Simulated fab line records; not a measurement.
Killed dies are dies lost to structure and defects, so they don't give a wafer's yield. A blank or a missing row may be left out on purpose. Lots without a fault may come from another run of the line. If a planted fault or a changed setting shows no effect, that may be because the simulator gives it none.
Comparing a struck lot with a sound one    flow n5_finfet    16 steps out of a route of 1938
Sound: these wafers, L891.4, L891.5, L891.6. The struck wafers were L894.2, L894.3, L894.4. Last of all comes the cause.
Each step with rows lists, per side, the tool, then ch with its chambers, then its first start. Under that, the readings that differ: sound wafers    struck wafers    difference of the means    sigmas: that difference in standard deviations of wafers without a fault.
alike: readings with means less than 2 such deviations apart, plus words and numbers identical on both sides. not compared: withheld readings, readings lacking a value on some wafer, bounds such as >300 that could conceal the same value, and numbers that have no deviation in the record and whose values overlap.
The two part at a step that has a row with sigmas, a row that says differs or no value, or rows on one side only. Numbers that have no deviation but don't overlap get no sigmas and don't part them. A reading missing from all wafers of one side parts the sides only when that side holds two or more wafers.

N5_BEOL_M4_ETCH_41: etches SiCN in CH3F/O2, target depth 29.9 nm, time 52.5 s.
  sound on rie_diel-02 ch 2,3; struck on rie_diel-02 ch 0,1,3
  alike: drypump_motor_current_A, oes_product_au, rf_vpp_V, showerhead_plenum_p_Torr, throttle_valve_pct
  not compared: rf_hours_counter_h
N5_BEOL_M4_STRIP_97: strips in N2/H2, time 10 s.
  sound on rie_diel-02 ch 2,3; struck on rie_diel-02 ch 0,1,3
  alike: drypump_motor_current_A, oes_product_au, rf_vpp_V, showerhead_plenum_p_Torr, throttle_valve_pct
  not compared: rf_hours_counter_h
N5_BEOL_M4_OCD_MEAS_38:
  struck on ocd-01, day 17 03:04; sound on ocd-01, day 15 12:41
  alike: trench_depth_nm
then, 4 steps without rows for these wafers: N5_BEOL_M4_HM_STRIP_39 (strips TiN in peroxide tin strip, target depth 25 nm, time 158 s); N5_BEOL_M4_SRD_40 (time 30 s); N5_BEOL_M4_PRECLEAN_42 (cleans in residue remover, time 60 s); N5_BEOL_M4_SRD_43 (time 30 s).
N5_BEOL_M4_CD_MEAS_35: target cd 18 nm, target cd y 22.4 nm.
  struck on cd_sem-01, day 17 03:13; sound on cd_sem-01, day 15 12:50
  alike: cd_nm
then, 1 step without rows for these wafers: N5_BEOL_M4_DEGAS_44 (time 60 s).
N5_BEOL_M4_PRE_CLEAN_45: time 30 s.
  struck on pvd_sputter-03, day 17 03:34; sound on pvd_sputter-03, day 15 12:55
  alike: heater_power_w
then, 1 step without rows for these wafers: N5_BEOL_M4_ALD_84 (deposits TaN, pulse time 2 s, purge time 3 s, co reactant purge time 2 s).
N5_BEOL_M4_SURFACE_TREAT_85:
  struck on pvd_sputter-01, day 17 03:52; sound on pvd_sputter-01, day 15 13:17
  not compared: throttle_valve_pct
N5_BEOL_M4_CVD_47: deposits Co from CCTBA/H2, target thk 3 nm, time 223.8 s.
  sound on cvd_co-02 ch 0,1,2, day 15 13:26; struck on cvd_co-02 ch 0,1,2, day 17 03:55
reading           sound              struck             difference  sigmas
run_length_s (s)  247.8 246.6 246.0  412.4 413.7 413.3  +166.3      +99 or more
  alike: chamber_pressure_Torr
  not compared: since_wet_clean_h
N5_BEOL_M4_SPUTTER_48: material Cu, target thk 4.5 nm, time 8.29 s.
  struck on pvd_sputter-02, day 17 04:05; sound on pvd_sputter-01, day 15 13:32
  alike: throttle_valve_pct
N5_BEOL_M4_RC_MEAS_101:
  sound on prober-01 ch 0, day 15 17:32; struck on prober-01 ch 0, day 17 07:06
reading        sound           struck          difference  sigmas
SS_P (mV/dec)  71.7 73.1 72.1  74.4 72.9 73.8  +1.4        +2
  alike: DIBL_N, DIBL_P, IOFF_N, IOFF_P, ION_N, ION_P, SS_N, VT_N, VT_P
N5_PASSIVATION_PROBE_49:
  the record holds rows for the sound wafers here (prober-01, day 20 07:22) but none for the struck ones

WHERE THEY PART
First at N5_BEOL_M4_CVD_47; last, within this record, at N5_PASSIVATION_PROBE_49.

WHY: what had been put in by the simulator
Drift in process parameters on cvd_co-02 at N5_BEOL_M4_CVD_47, starting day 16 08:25. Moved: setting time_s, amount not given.
